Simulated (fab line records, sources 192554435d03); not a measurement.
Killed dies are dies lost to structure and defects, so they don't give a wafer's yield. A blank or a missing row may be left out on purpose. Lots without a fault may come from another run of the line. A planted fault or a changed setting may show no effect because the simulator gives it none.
Problem report in the 8D (eight disciplines) form, filled by code | flow n5_finfet | the parts of the form that need people (team, actions taken, sign-off) are left out

1. THE PROBLEM
bias_w at N5_BEOL_M2_ETCH_69 reads a mean of 28.76 W on 2 wafers of 2 lots; wafers without a fault read 35.99 W with a standard deviation of 0.095. That is -76 standard deviations from the usual mean.
The step: etches SiARC in CF4, target depth 15.6 nm, time 26 s.
First seen on wafer L521.2, day 12 03:53, on rie_diel-01. The record holds 27 wafers of 9 lots with a number at this step. Rule for "out", or "out of limits": more than 4 standard deviations from the usual mean. The other wafers with a number count as sound.

2. WHAT IT IS AND WHAT IT IS NOT
question                    | is                | is not
which readings at this step | bias_w, rf_vpp_V  | drypump_motor_current_A, oes_product_au, showerhead_plenum_p_Torr, throttle_valve_pct
which lots                  | L521, L522        | L505, L509, L510, L511, L514, L515, L518
which wafers of those lots  | L521.2, L522.1    | L521.1, L521.4, L522.2, L522.5
read on which tools         | rie_diel-01       | rie_diel-03, rie_diel-05
when                        | from day 12 03:53 | up to then (23 sound wafers); but 2 sound wafers of L522 came after

3. SUSPECTS, AND WHAT RULES EACH OUT
Counting: a tool at a process step up to the reading stays a suspect if it ran every lot that is out. Sound lots after the first of them don't rule it out here, since some wafers of a struck lot are sound.
- rie_diel-01 at N5_BEOL_M2_ETCH_77 (etches underlayer in N2/H2, target depth 6.5 nm, time 5.2 s): kept. It ran every lot that is out, first L521 (day 12 03:53); its last sound lot up to then is L518 (day 10 20:38).
- rie_diel-01 at N5_BEOL_M2_ETCH_69 (etches SiARC in CF4, target depth 15.6 nm, time 26 s): kept. It ran every lot that is out, first L521 (day 12 03:53); its last sound lot up to then is L518 (day 10 20:38). Its own readings are out on those wafers: bias_w, rf_vpp_V.
- Within rie_diel-01 at N5_BEOL_M2_ETCH_77: the wafers that are out ran in chamber 0; their sound lot-mates ran in chambers 1, 2, 3.
- Within rie_diel-01 at N5_BEOL_M2_ETCH_69: the wafers that are out ran in chamber 0; their sound lot-mates ran in chambers 1, 2, 3.
Left after counting: rie_diel-01 at N5_BEOL_M2_ETCH_77, rie_diel-01 at N5_BEOL_M2_ETCH_69.

4. THE CAUSE (what the simulator had put in)
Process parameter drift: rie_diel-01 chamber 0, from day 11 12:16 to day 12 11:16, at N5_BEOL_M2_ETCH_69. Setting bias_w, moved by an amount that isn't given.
Counting left 2 suspects, and this tool is among them.

5. THE CHAIN OF EFFECTS, in route order
Each row: a reading whose mean over the struck wafers that have a number lies more than 3 standard deviations from the usual. Only readings for which the record gives a usual standard deviation are gone through. hours: the time from each lot's start at the first step in this table that gives one to its start at this step, as a median over the lots. sigmas: the change in usual standard deviations.
hours | step               | reading           | usual   | on struck wafers | change | sigmas
0     | N5_BEOL_M2_ETCH_69 | bias_w            | 35.99 W | 28.76            | -7.23  | -76
0     | N5_BEOL_M2_ETCH_69 | etch_rf_on_time_s | 25.9 s  | 28.2             | +2.4   | +3.2
0     | N5_BEOL_M2_ETCH_69 | rf_vpp_V          | 184.5 V | 158.7            | -25.8  | -23
The process steps in it:
- N5_BEOL_M2_ETCH_69: etches SiARC in CF4, target depth 15.6 nm, time 26 s.
Later measuring or inspecting steps at which every struck wafer that the step has a row for has a number for every such reading, and none has moved that far: N5_BEOL_M2_OCD_MEAS_38, N5_BEOL_M4_RC_MEAS_101.

6. WHAT WOULD HAVE CAUGHT IT SOONER
In this record the first reading out of limits was taken at day 12 03:53, 16 hours after the fault began at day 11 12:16.
